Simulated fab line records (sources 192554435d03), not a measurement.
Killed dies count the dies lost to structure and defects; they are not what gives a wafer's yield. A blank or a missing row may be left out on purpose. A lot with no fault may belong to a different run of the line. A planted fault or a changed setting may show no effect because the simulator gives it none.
Split-lot experiment / flow n5Finfet / 39 wafers read from 7 lots, route of 1938 steps

== ON THE SPLIT ==
At N5_HKMG_FIN_HK_ALD_01 (deposits HfO2, target thk 1.6 nm, pulse time 3 s, purge time 3 s), the setting aldCycles was moved away from the recipe's 30 on 15 of the 39 wafers read, by -56.7% to +36.7%. All remaining wafers had this setting at the recipe value.

== FROM THE SPLIT TO THE READING: what the file shows between them, 4 steps ==
- N5_HKMG_FIN_HK_ANNEAL_02: time 30 s
- N5_HKMG_FIN_ALD_74: deposits La2O3, target thk 0.5 nm, pulse time 6 s, co reactant pulse time 1 s
- N5_HKMG_FIN_WET_ETCH_82: etches La2O3 in dHCl, stops on HfO2, target depth 2 nm, rinse time 30 s
- N5_HKMG_FIN_ALD_36: deposits TiN, target thk 1 nm, pulse time 1 s, purge time 3 s

== THE READING ==
HK_THK, in nm, at N5_HKMG_FIN_THK_MEAS_70 (measures by xrf). Fault-free wafers of this fab line usually give 1.621 nm, standard deviation 0.018 nm.

wafer=L085.2; tool, chamber at the split=aldHk-03, 2,1,3; aldCycles as run=30; against the recipe=recipe; HK_THK, nm=1.597; against lot-mates on the recipe=-
wafer=L085.3; tool, chamber at the split=aldHk-03, 2,1,3; aldCycles as run=30; against the recipe=recipe; HK_THK, nm=1.608; against lot-mates on the recipe=-
wafer=L085.6; tool, chamber at the split=aldHk-03, 2,1,3; aldCycles as run=30; against the recipe=recipe; HK_THK, nm=1.623; against lot-mates on the recipe=-
wafer=L087.1; tool, chamber at the split=aldHk-01, 1,0,2,3,3,0; aldCycles as run=30; against the recipe=recipe; HK_THK, nm=1.639; against lot-mates on the recipe=-
wafer=L087.2; tool, chamber at the split=aldHk-01, 1,0,2,3,3,0; aldCycles as run=30; against the recipe=recipe; HK_THK, nm=1.679; against lot-mates on the recipe=-
wafer=L087.3; tool, chamber at the split=aldHk-01, 1,0,2,3,3,0; aldCycles as run=30; against the recipe=recipe; HK_THK, nm=1.602; against lot-mates on the recipe=-
wafer=L087.4; tool, chamber at the split=aldHk-01, 1,0,2,3,3,0; aldCycles as run=30; against the recipe=recipe; HK_THK, nm=1.644; against lot-mates on the recipe=-
wafer=L087.5; tool, chamber at the split=aldHk-01, 1,0,2,3,3,0; aldCycles as run=30; against the recipe=recipe; HK_THK, nm=1.663; against lot-mates on the recipe=-
wafer=L087.6; tool, chamber at the split=aldHk-01, 1,0,2,3,3,0; aldCycles as run=30; against the recipe=recipe; HK_THK, nm=1.660; against lot-mates on the recipe=-
wafer=L088.1; tool, chamber at the split=aldHk-02, 0,3,0; aldCycles as run=19; against the recipe=-36.7%; HK_THK, nm=1.006; against lot-mates on the recipe=-0.604
wafer=L088.2; tool, chamber at the split=aldHk-02, 1,2,1; aldCycles as run=30; against the recipe=recipe; HK_THK, nm=1.576; against lot-mates on the recipe=-
wafer=L088.3; tool, chamber at the split=aldHk-02, 1,2,1; aldCycles as run=30; against the recipe=recipe; HK_THK, nm=1.624; against lot-mates on the recipe=-
wafer=L088.4; tool, chamber at the split=aldHk-02, 0,3,0; aldCycles as run=19; against the recipe=-36.7%; HK_THK, nm=1.032; against lot-mates on the recipe=-0.578
wafer=L088.5; tool, chamber at the split=aldHk-02, 1,2,1; aldCycles as run=30; against the recipe=recipe; HK_THK, nm=1.631; against lot-mates on the recipe=-
wafer=L088.6; tool, chamber at the split=aldHk-02, 0,3,0; aldCycles as run=19; against the recipe=-36.7%; HK_THK, nm=0.993; against lot-mates on the recipe=-0.617
wafer=L089.1; tool, chamber at the split=aldHk-03, 0,1,2; aldCycles as run=30; against the recipe=recipe; HK_THK, nm=1.605; against lot-mates on the recipe=-
wafer=L089.2; tool, chamber at the split=aldHk-03, 2,3,1; aldCycles as run=21; against the recipe=-30.0%; HK_THK, nm=1.124; against lot-mates on the recipe=-0.490
wafer=L089.3; tool, chamber at the split=aldHk-03, 2,3,1; aldCycles as run=21; against the recipe=-30.0%; HK_THK, nm=1.138; against lot-mates on the recipe=-0.476
wafer=L089.4; tool, chamber at the split=aldHk-03, 0,1,2; aldCycles as run=30; against the recipe=recipe; HK_THK, nm=1.618; against lot-mates on the recipe=-
wafer=L089.5; tool, chamber at the split=aldHk-03, 0,1,2; aldCycles as run=30; against the recipe=recipe; HK_THK, nm=1.620; against lot-mates on the recipe=-
wafer=L089.6; tool, chamber at the split=aldHk-03, 2,3,1; aldCycles as run=21; against the recipe=-30.0%; HK_THK, nm=1.129; against lot-mates on the recipe=-0.485
wafer=L090.1; tool, chamber at the split=aldHk-01, 0,3,2; aldCycles as run=13; against the recipe=-56.7%; HK_THK, nm=0.705; against lot-mates on the recipe=-0.924
wafer=L090.2; tool, chamber at the split=aldHk-01, 0,3,2; aldCycles as run=13; against the recipe=-56.7%; HK_THK, nm=0.699; against lot-mates on the recipe=-0.930
wafer=L090.3; tool, chamber at the split=aldHk-01, 0,3,2; aldCycles as run=13; against the recipe=-56.7%; HK_THK, nm=0.708; against lot-mates on the recipe=-0.921
wafer=L090.4; tool, chamber at the split=aldHk-01, 1,1,0; aldCycles as run=30; against the recipe=recipe; HK_THK, nm=1.633; against lot-mates on the recipe=-
wafer=L090.5; tool, chamber at the split=aldHk-01, 1,1,0; aldCycles as run=30; against the recipe=recipe; HK_THK, nm=1.620; against lot-mates on the recipe=-
wafer=L090.6; tool, chamber at the split=aldHk-01, 1,1,0; aldCycles as run=30; against the recipe=recipe; HK_THK, nm=1.633; against lot-mates on the recipe=-
wafer=L093.1; tool, chamber at the split=aldHk-03, 2,1,2; aldCycles as run=30; against the recipe=recipe; HK_THK, nm=1.613; against lot-mates on the recipe=-
wafer=L093.2; tool, chamber at the split=aldHk-03, 1,0,3; aldCycles as run=41; against the recipe=+36.7%; HK_THK, nm=2.226; against lot-mates on the recipe=+0.607
wafer=L093.3; tool, chamber at the split=aldHk-03, 1,0,3; aldCycles as run=41; against the recipe=+36.7%; HK_THK, nm=2.198; against lot-mates on the recipe=+0.579
wafer=L093.4; tool, chamber at the split=aldHk-03, 1,0,3; aldCycles as run=41; against the recipe=+36.7%; HK_THK, nm=2.205; against lot-mates on the recipe=+0.586
wafer=L093.5; tool, chamber at the split=aldHk-03, 2,1,2; aldCycles as run=30; against the recipe=recipe; HK_THK, nm=1.625; against lot-mates on the recipe=-
wafer=L093.6; tool, chamber at the split=aldHk-03, 2,1,2; aldCycles as run=30; against the recipe=recipe; HK_THK, nm=1.620; against lot-mates on the recipe=-
wafer=L094.1; tool, chamber at the split=aldHk-01, 3,2,0; aldCycles as run=18; against the recipe=-40.0%; HK_THK, nm=0.948; against lot-mates on the recipe=-0.680
wafer=L094.2; tool, chamber at the split=aldHk-01, 0,1,3; aldCycles as run=30; against the recipe=recipe; HK_THK, nm=1.608; against lot-mates on the recipe=-
wafer=L094.3; tool, chamber at the split=aldHk-01, 3,2,0; aldCycles as run=18; against the recipe=-40.0%; HK_THK, nm=0.977; against lot-mates on the recipe=-0.651
wafer=L094.4; tool, chamber at the split=aldHk-01, 0,1,3; aldCycles as run=30; against the recipe=recipe; HK_THK, nm=1.640; against lot-mates on the recipe=-
wafer=L094.5; tool, chamber at the split=aldHk-01, 0,1,3; aldCycles as run=30; against the recipe=recipe; HK_THK, nm=1.636; against lot-mates on the recipe=-
wafer=L094.6; tool, chamber at the split=aldHk-01, 3,2,0; aldCycles as run=18; against the recipe=-40.0%; HK_THK, nm=0.994; against lot-mates on the recipe=-0.634
If several chambers appear in one row, that row covers several wafers at once and the file leaves open which wafer was in which chamber.

THE FIT
A straight line over all 39 wafers: HK_THK changes by +0.0163 nm for each +1% of aldCycles; r = +1.00; the points scatter about the line by 0.02 nm.
The same after taking each lot's own level away (the mean of its wafers on the recipe; 39 wafers): +0.0163 nm for each +1%; r = +1.00; scatter 0.016 nm.
According to that fit, moving aldCycles by its largest amount changes the reading by 0.92 nm.
From 1.6093 to 1.6478 nm: that is the span of the lots' own levels, equal to 2.1 times the standard deviation above.
The two slopes are in agreement: the lot-to-lot level therefore moves the slope only a little.
Check: with one of the wafers moved furthest among these (-56.7%) left out of the fit, the line predicts -0.923 nm for it against its lot-mates. Against them it came out at -0.924 nm.

== THE OTHER SPLITS THESE WAFERS WENT THROUGH ==
Other splits were also applied to these wafers ahead of the reading. Each is held against what the fit with the lots' levels taken away leaves over:
other split on the same wafers=N5_ZERO_LAYER_DEVELOP_10 developTimeS; wafers away from the commonest value=15; r with HK_THK (lot level and that fit taken away)=-0.06
other split on the same wafers=N5_FIN_SAQP_SPACER2_ALD_28 targetThkA; wafers away from the commonest value=12; r with HK_THK (lot level and that fit taken away)=+0.13
other split on the same wafers=N5_SD_EPI_N_DESCUM_14 timeS; wafers away from the commonest value=18; r with HK_THK (lot level and that fit taken away)=+0.07

== THE WHOLE CHAIN: every reading that the file lists as answering this split, in the file's order ==
step=N5_HKMG_FIN_HK_ALD_01; what it does=deposits HfO2, target thk 1.6 nm, pulse time 3 s, purge time 3 s; reading=HfO2_of_HKMG_FIN_HK_ALD_01.thkNm (the simulator's own value, which no gauge read); change (the file's fit)=+0.0163 nm for each +1% of the setting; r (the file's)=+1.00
step=N5_HKMG_FIN_THK_MEAS_70; what it does=measures by xrf; reading=HK_THK; change (the file's fit)=+0.0163 for each +1% of the setting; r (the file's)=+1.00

== FILE'S OWN FIT ==
HK_THK changes by +0.0163 nm for each +1% of aldCycles, r = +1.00.
